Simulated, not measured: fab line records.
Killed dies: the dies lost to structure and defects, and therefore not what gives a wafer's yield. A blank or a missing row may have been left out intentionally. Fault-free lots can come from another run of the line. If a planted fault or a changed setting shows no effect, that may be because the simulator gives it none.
fab line records + flow n5-finfet
record
- lots=3
- wafers=9
- last-day=17
route steps=1938 shown BEOL_M5@1119 PASSIVATION@1936
lots untouched by any fault: they come from a run of this same line in which no faults occurred
start-h: hours from the record's first day to the start of the lot's first wafer shown + wait-h: hours elapsed since this lot's preceding step + " unchanged from the row above + L1.1+2: a row that stands for several wafers + - no value, or no start was given + * or withheld: withheld + < > ~ a bound
route shown NAME@n: a module of which the file shows steps, and the number in the route of the first + usual: mean/standard deviation taken from wafers without a fault + same: alike in all rows + chamber/n: place in a boat + sites: each site's reading + _std_site: standard deviation of those values + _edge_site: mean of outer sites minus mean of inner sites + radius-mm: how far each site lies from the wafer's centre + mask NAME#n: copy n + behind: the tool/chamber that last shaped the wafer + hold: why the lot was held/for how many hours/how that ended + device: the transistor (n, p or np) that didn't switch + end of line: the route-end tests of the same wafers + where a step has no rows: the recipe by itself + killed: not the wafer's yield, but the dies lost to structure and defects at the first sort + map: a wafer's dies, x killed, . not, _ none there
set.NAME: the run value of the setting; set.NAME@STEP: its run value at that earlier step + model.NAME: the simulator's own value behind a step, which no gauge read
lots seen at some steps along the route; tables by step, rows by wafer
services: from which hour (start-h, from the record's first day; less than 0 if before it) a tool's chamber was out of use, for how many hours, and why
## steps
# step N5_BEOL_M5_COAT_71
# recipe
- resist=underlayer
- temp-c=205
- time-s=60
- spin-rpm=1500
- resist-thk-nm=5
# step N5_BEOL_M5_COAT_05
# recipe
- resist=CAR-EUV
- spin-rpm=1500
- resist-thk-nm=30
# step N5_BEOL_M5_EBR_07
# recipe
- solvent=PGMEA
- ebr-width-mm=1.5
# step N5_BEOL_M5_SOFTBAKE_06
# recipe
- temp-c=110
- time-s=60
- resist=CAR-EUV
# step N5_BEOL_M5_EXPOSE_08
# recipe
- mask-id=M5
- na=0.33
- source-shape=annular
- sigma-inner=0.4
- sigma-outer=0.8
- polarization=unpolarized
- target-cd-nm=28
- dose-mj=35.75
# step N5_BEOL_M5_PEB_09
# recipe
- peb-temp-c=100
- peb-time-s=60
- resist=CAR-EUV
# step N5_BEOL_M5_DEVELOP_10
# recipe
- develop-time-s=30
- developer=TMAH
- resist=CAR-EUV
- rinse-liquid=surfactant-rinse
- dry=air-spin
- dev-temp-c=23
# step N5_BEOL_M5_DESCUM_16
# recipe
- chemistry=O2
- time-s=7
- source-power-w=50
- bias-power-w=20
- pressure-mtorr=20
- rf-frequency-hz=2.712e+07
- temp-c=40
- resist=CAR-EUV
- o2-flow-sccm=225
# step N5_BEOL_M5_ETCH_72
# recipe
- chemistry=N2/H2
- target=underlayer
- target-depth-a=65
- mask-material=CAR-EUV
- time-s=5.2
- ion-energy-ev=200
- pressure-mtorr=30
- source-w=840
- bias-w=150
- n2-flow-sccm=200
- h2-flow-sccm=200
- ends=cleared
# step N5_BEOL_M5_ETCH_61
# recipe
- chemistry=CF4
- target=SiARC
- target-depth-a=156
- mask-material=CAR-EUV
- time-s=26
- ion-energy-ev=80
- pressure-mtorr=40
- source-w=545
- bias-w=36
- Ar_flow_sccm=100
- cf4-flow-sccm=100
- ends=cleared
# usual
- drypump-motor-current-A=5.8/0.45
- etch-rf-on-time-s=25.9/0.51
- mfc-ar-sccm=100.0/0.31
- oes-product-au=0.67/0.079
- rf-fwd-power-W=532.5/2.1
- rf-vpp-V=183.5/1.3
- showerhead-plenum-p-Torr=2.10/0.068
- throttle-valve-pct=15.59/0.28
| lot.wafer | tool        | chamber | start-h | wait-h | drypump-motor-current-A | etch-rf-on-time-s | mfc-ar-sccm | oes-product-au | rf-fwd-power-W | rf-hours-counter-h | rf-vpp-V | showerhead-plenum-p-Torr | throttle-valve-pct |
|-----------|-------------|---------|---------|--------|-------------------------|-------------------|-------------|----------------|----------------|--------------------|----------|--------------------------|--------------------|
| L236.1    | rie-diel-04 | 0       | 193.43  | 0.0    | 5.6                     | 26.1              | 99.5        | 0.59           | 532.3          | 206                | 182.7    | 2.12                     | 15.95              |
| L236.3    | "           | 1       | "       | "      | 6.1                     | 26.0              | 99.4        | 0.64           | 534.3          | 162                | 185.6    | 2.22                     | 15.55              |
| L236.5    | "           | 3       | "       | "      | 5.8                     | 25.9              | 99.8        | 0.61           | 530.7          | -                  | 183.9    | 2.12                     | 15.85              |
| L242.1    | rie-diel-03 | 3       | 230.96  | 0.0    | 6.2                     | 26.4              | 100.4       | 0.66           | 538.0          | 120                | 181.8    | 2.07                     | 15.59              |
| L242.3    | "           | 0       | "       | "      | 6.1                     | 26.3              | 99.9        | 0.63           | 532.4          | 193                | 181.8    | 2.04                     | 15.77              |
| L242.6    | "           | 1       | "       | "      | 4.7                     | 25.0              | 99.9        | 0.82           | 532.2          | -                  | 184.7    | 2.19                     | 15.29              |
| L254.2    | rie-diel-03 | 3       | 311.99  | 0.0    | 6.2                     | 26.2              | 100.1       | 0.65           | 533.2          | 145                | 182.4    | 2.06                     | 15.65              |
| L254.3    | "           | 0       | "       | "      | 6.1                     | 26.3              | 100.3       | 0.62           | 532.4          | 218                | 181.6    | 2.03                     | 15.82              |
| L254.6    | "           | 3       | "       | "      | 6.2                     | 26.1              | 99.9        | 0.65           | 534.7          | -                  | 183.6    | 2.06                     | 15.65              |
# step N5_BEOL_M5_ETCH_62
# recipe
- chemistry=N2/H2
- target=SOC
- target-depth-a=750
- overetch-a=150
- mask-material=SiARC
- temp-c=40
- time-s=112.5
- ion-energy-ev=200
- pressure-mtorr=30
- source-w=840
- bias-w=150
- n2-flow-sccm=200
- h2-flow-sccm=200
# step N5_BEOL_M5_STRIP_63
# recipe
- chemistry=N2/H2
- temp-c=40
- n2-flow-sccm=200
- h2-flow-sccm=200
- rf-frequency-hz=6e+07
# step N5_BEOL_M5_STRIP_73
# recipe
- chemistry=N2/H2
- temp-c=40
- n2-flow-sccm=200
- h2-flow-sccm=200
- rf-frequency-hz=6e+07
# step N5_BEOL_M5_STRIP_64
# recipe
- chemistry=CF4
- resist=SiARC
- power-w=300
- bias-power-w=75
- pressure-mtorr=50
- cf4-flow-sccm=150
- rf-frequency-hz=6e+07
# step N5_BEOL_M5_HM_OPEN_17
# recipe
- chemistry=Cl2/BCl3
- target-depth-a=200
- overetch-a=60
- target=TiN
- mask-material=SOC
- ion-energy-ev=150
- pressure-mtorr=10
- icp-w=1000
- bias-w=126
- Cl2_flow_sccm=53.25
- bcl3-flow-sccm=21.75
- Ar_flow_sccm=25
# step N5_BEOL_M5_STRIP_19
# recipe
- chemistry=O2
- power-w=400
- temp-c=40
- pressure-mtorr=30
- rf-frequency-hz=6e+07
- bias-power-w=0
- overash-fraction=0.2
- o2-flow-sccm=225
# step N5_BEOL_M5_COAT_65
# recipe
- resist=SOC
- temp-c=250
- time-s=60
- spin-rpm=1500
- resist-thk-nm=60
# step N5_BEOL_M5_COAT_66
# recipe
- resist=SiARC
- temp-c=220
- time-s=60
- spin-rpm=1500
- resist-thk-nm=12
# step N5_BEOL_M5_COAT_74
# recipe
- resist=underlayer
- temp-c=205
- time-s=60
- spin-rpm=1500
- resist-thk-nm=5
# step N5_BEOL_M5_COAT_22
# recipe
- resist=CAR-EUV
- spin-rpm=1500
- resist-thk-nm=30
# step N5_BEOL_M5_EBR_24
# recipe
- solvent=PGMEA
- ebr-width-mm=1.5
# step N5_BEOL_M5_SOFTBAKE_23
# recipe
- temp-c=110
- time-s=60
- resist=CAR-EUV
# step N5_BEOL_M5_EXPOSE_25
# recipe
- mask-id=V4
- na=0.33
- source-shape=quasar
- sigma-inner=0.2
- sigma-outer=0.6
- polarization=unpolarized
- defocus-nm=10
- dose-mj=52.75
# step N5_BEOL_M5_PEB_26
# recipe
- peb-temp-c=100
- peb-time-s=60
- resist=CAR-EUV
# step N5_BEOL_M5_DEVELOP_27
# recipe
- develop-time-s=30
- developer=TMAH
- resist=CAR-EUV
- rinse-liquid=surfactant-rinse
- dry=air-spin
- dev-temp-c=23
# step N5_BEOL_M5_DESCUM_33
# recipe
- chemistry=O2
- time-s=7
- source-power-w=50
- bias-power-w=20
- pressure-mtorr=20
- rf-frequency-hz=2.712e+07
- temp-c=40
- resist=CAR-EUV
- o2-flow-sccm=225
# step N5_BEOL_M5_ETCH_75
# recipe
- chemistry=N2/H2
- target=underlayer
- target-depth-a=65
- mask-material=CAR-EUV
- time-s=5.2
- ion-energy-ev=200
- pressure-mtorr=30
- source-w=840
- bias-w=150
- n2-flow-sccm=200
- h2-flow-sccm=200
- ends=cleared
# step N5_BEOL_M5_ETCH_67
# recipe
- chemistry=CF4
- target=SiARC
- target-depth-a=156
- mask-material=CAR-EUV
- time-s=26
- ion-energy-ev=80
- pressure-mtorr=40
- source-w=545
- bias-w=36
- Ar_flow_sccm=100
- cf4-flow-sccm=100
- ends=cleared
# step N5_BEOL_M5_ETCH_68
# recipe
- chemistry=N2/H2
- target=SOC
- target-depth-a=800
- overetch-a=160
- mask-material=SiARC
- temp-c=40
- time-s=120
- ion-energy-ev=200
- pressure-mtorr=30
- source-w=840
- bias-w=150
- n2-flow-sccm=200
- h2-flow-sccm=200
# step N5_BEOL_M5_STRIP_69
# recipe
- chemistry=N2/H2
- temp-c=40
- n2-flow-sccm=200
- h2-flow-sccm=200
- rf-frequency-hz=6e+07
# step N5_BEOL_M5_STRIP_76
# recipe
- chemistry=N2/H2
- temp-c=40
- n2-flow-sccm=200
- h2-flow-sccm=200
- rf-frequency-hz=6e+07
# step N5_BEOL_M5_VIA_ETCH_34
# recipe
- chemistry=C4F6/O2
- target=SiCOH_lowk
- target-depth-a=883
- mask-material=SOC
- taper-deg=4
- time-s=39.2
- ion-energy-ev=250
- pressure-mtorr=30
- source-w=345
- bias-w=185
- Ar_flow_sccm=300
- C4F6_flow_sccm=10
- O2_flow_sccm=10
# step N5_BEOL_M5_STRIP_85
# recipe
- chemistry=C4F6/O2
- resist=SiARC
- rf-frequency-hz=6e+07
# step N5_BEOL_M5_STRIP_36
# recipe
- chemistry=N2/H2
- power-w=450
- temp-c=40
- pressure-mtorr=20
- rf-frequency-hz=6e+07
- overash-fraction=0.3
- bias-power-w=7
- h2-frac=0.5
- n2-flow-sccm=200
- h2-flow-sccm=200
# step N5_BEOL_M5_TRENCH_ETCH_37
# recipe
- chemistry=C4F6/O2
- target-depth-a=716.52
- target=SiCOH_lowk
- time-s=24.7
- ion-energy-ev=250
- pressure-mtorr=30
- source-w=345
- bias-w=185
- Ar_flow_sccm=300
- C4F6_flow_sccm=10
- O2_flow_sccm=10
# step N5_PASSIVATION_PROBE_49
# usual
- defect-limited-yield=91.5/1.3
- killed_at_M0_to_M3=33/11
- killed_at_M4_up=14/5.3
- killed-at-contacts=11/6.3
- killed-at-front-end=38/10
- killed-at-other=3.7/2.8
- killed-dies=101/16
- killed-open=67/12
- killed-short=32/7.4
- sort_bin_5_function=5.0/0.86
- sort_bin_6_memory=3.2/0.69
- sort-n-pass=1079/16
- sort-yield-pct=91.5/1.3
# same
- gross-dies=1180
- killed-at-back-side=0
- sort_bin_4_leakage[%]=0
- sort_bin_8_speed[%]=0
| lot.wafer | tool      | chamber | start-h | wait-h | defect-limited-yield[%] | killed_at_M0_to_M3 | killed_at_M4_up | killed-at-contacts | killed-at-front-end | killed-at-other | killed-dies | killed-open | killed-short | sort_bin_5_function[%] | sort_bin_6_memory[%] | sort-n-pass | sort-yield-pct[%] |
|-----------|-----------|---------|---------|--------|-------------------------|--------------------|-----------------|--------------------|---------------------|-----------------|-------------|-------------|--------------|------------------------|----------------------|-------------|-------------------|
| L236.1    | prober-02 | -       | 297.59  | 0.0    | 91.2                    | 21                 | 13              | 27                 | 43                  | 0               | 104         | 73          | 29           | 5.3                    | 3.2                  | 1076        | 91.2              |
| L242.1    | prober-02 | -       | 333.10  | 0.0    | 83.1                    | 31                 | 115             | 15                 | 38                  | 0               | 199         | 69          | 26           | 10.9                   | 4.2                  | 981         | 83.1              |
| L242.3    | prober-02 | -       | 333.20  | 0.1    | 87.1                    | 32                 | 71              | 7                  | 41                  | 1               | 152         | 63          | 33           | 7.5                    | 4.5                  | 1028        | 87.1              |
| L242.6    | prober-02 | -       | 333.35  | 0.3    | 83.9                    | 28                 | 105             | 2                  | 52                  | 3               | 190         | 55          | 35           | 10.6                   | 4.3                  | 990         | 83.9              |
# killed by level:class
L236.1 MOL_CONTACT_COAG:geometric-particle:open=23 BEOL_M0_SAQP:geometric-particle:open=7 FIN_SAQP:geometric-particle:short=6 FIN_SAQP:geometric-particle:open=6 GATE_CUT:geometric-particle:open=6 BEOL_M4:geometric-particle:open=6 STI_FIN_REVEAL:geometric-particle:open=5 GATE_CUT:geometric-particle:short=5
L242.1 BEOL_M5:unspecified=102 MOL_CONTACT_COAG:geometric-particle:open=14 BEOL_M2:geometric-particle:open=9 BEOL_M4:geometric-particle:open=9 BEOL_M0_SAQP:geometric-particle:short=8 FIN_SAQP:geometric-particle:open=7 STI_FIN_REVEAL:geometric-particle:open=7 BEOL_M0_SAQP:geometric-particle:open=7
L242.3 BEOL_M5:unspecified=55 FIN_SAQP:geometric-particle:short=12 STI_FIN_REVEAL:geometric-particle:open=11 BEOL_M2:geometric-particle:open=11 BEOL_M3:geometric-particle:open=10 MOL_CONTACT_COAG:geometric-particle:open=6 BEOL_M0_SAQP:geometric-particle:short=6 BEOL_M6:geometric-particle:open=4
L242.6 BEOL_M5:unspecified=99 FIN_SAQP:geometric-particle:short=18 BEOL_M2:geometric-particle:open=14 STI_FIN_REVEAL:geometric-particle:open=10 FIN_SAQP:geometric-particle:open=6 BEOL_M3:geometric-particle:open=5 DUMMY_GATE:geometric-particle:open=3 ILD0:geometric-particle:open=3
# map L242.1 (x killed, . not)
_________________............________________
______________.............xx..._____________
___________..................x.....__________
__________x........................._________
________...........x...........x.....x_______
_______......x...........x......x....x.______
______........xx........x.....x........._____
_____...........x......x......x..........____
____......x........................x......___
___............x...............x...........__
___.......x...xxxxxx.......x..x...xxxx.....__
__............xxx.xxx.x.x....x..........x..._
__......xx.xxxxxxxx.xx.xx..................._
_......x..xxxxxxxxxxx.xx.x....x..x...x.......
_.......xxxxxxxxxxxxx...................x....
_........xxxxxxxxxxx....................x....
_.......x...xxxxxxxxxxx.x.........xx........x
_.........xxxxx.xxxxx.x....x.................
_........xxx..x.xxxxx..x..x.......x..x...x...
_.......x.x.xxxx............x................
_............x.x.xx......................x..x
__x....x........x.....x......x.xx..........._
__..........x..x........x........x.........._
___.....x..x................xxxx.........x.__
___.....................x...........x...x.x__
____................x.....................___
_____......x.............................____
______.......x..x........x.x.x........x._____
_______.x..............x...............______
________.............xx..............._______
__________..............x..........._________
___________...x.xx...x.x...........__________
______________.................._____________
_________________.......x....________________
# map L254.3 (x killed, . not)
_________________...........x________________
______________x........x........_____________
___________..........x...x.......x.__________
__________...x.....x....x......x...._________
________............x................._______
_______.........x.x...x............x...______
______.x..x........x...................x_____
_____..........xx...................x..x.____
____..x.x........x.............x.......x..___
___....xx.......x....xx.x.....x.....x......__
___x.............xx...x...x....x.x..x......__
__.......x.x............x.x..x.....x........_
__...x.....x......................xx.....x.._
_....x.x...x......xx....x....x.x.............
_.................x.............xx....x......
_..x.................x...x.x.x.........xx....
_....x.........x........x......x.........x...
_............................x......x........
_.................x..........x.x...........xx
_...........xx..x....x.x..........x..........
_.x..................x..............x........
__.x........x.x................x...........x_
__...x........x.....................x......x_
___.....................x...........x....x.__
___.................................xx.....__
____......................................___
_____......x............x.........x......____
______.........x..x.......xx........x..._____
_______................................______
________.............................x_______
__________......x.x................._________
___________...x.x................x.__________
______________...........x......_____________
_________________xx.......x..________________
## services
| tool        | chamber | start-h | hours | kind                          |
|-------------|---------|---------|-------|-------------------------------|
| rie-diel-03 | 1       | 170.57  | -     | clean                         |
| rie-diel-03 | 1       | 170.57  | -     | consumable-replace:focus-ring |
| rie-diel-03 | 1       | 170.57  | 23.4  | scheduled-down                |
| rie-diel-03 | 1       | 170.57  | 23.4  | vent-cycle                    |
| rie-diel-04 | 2       | 185.70  | -     | clean                         |
| rie-diel-04 | 2       | 185.70  | -     | consumable-replace:focus-ring |
| rie-diel-04 | 2       | 185.70  | 13.5  | scheduled-down                |
| rie-diel-04 | 2       | 185.70  | 13.5  | vent-cycle                    |
| rie-diel-04 | 2       | 250.08  | 2.5   | repair                        |
| rie-diel-04 | 3       | 257.50  | 8.1   | repair                        |
| rie-diel-04 | 3       | 298.96  | -     | clean                         |
| rie-diel-04 | 3       | 298.96  | -     | consumable-replace:focus-ring |
| rie-diel-04 | 3       | 298.96  | 20.0  | scheduled-down                |
| rie-diel-04 | 3       | 298.96  | 20.0  | vent-cycle                    |
## key
first-sign
- step=N5_PASSIVATION_PROBE_49
- reading=killed_at_M4_up
- direction=up
- sigmas=16
- usual=14
- struck=97
effect
- step=N5_PASSIVATION_PROBE_49
- reading=killed-dies
- direction=up
- sigmas=5.1
- usual=101
- struck=180
more-kills-born-at
- N5_BEOL_M5_ETCH_61@rie-diel-03=256
met-at N5_BEOL_M5_ETCH_61
struck-wafers L242.1,L242.3,L242.6
fault
- kind=chamber-particle-source
- tool=rie-diel-03
- chamber=-
- onset-h=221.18
- steps=N5_BEOL_M5_ETCH_61
- rate-per-visit-cm2=0.39674
- end-h=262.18
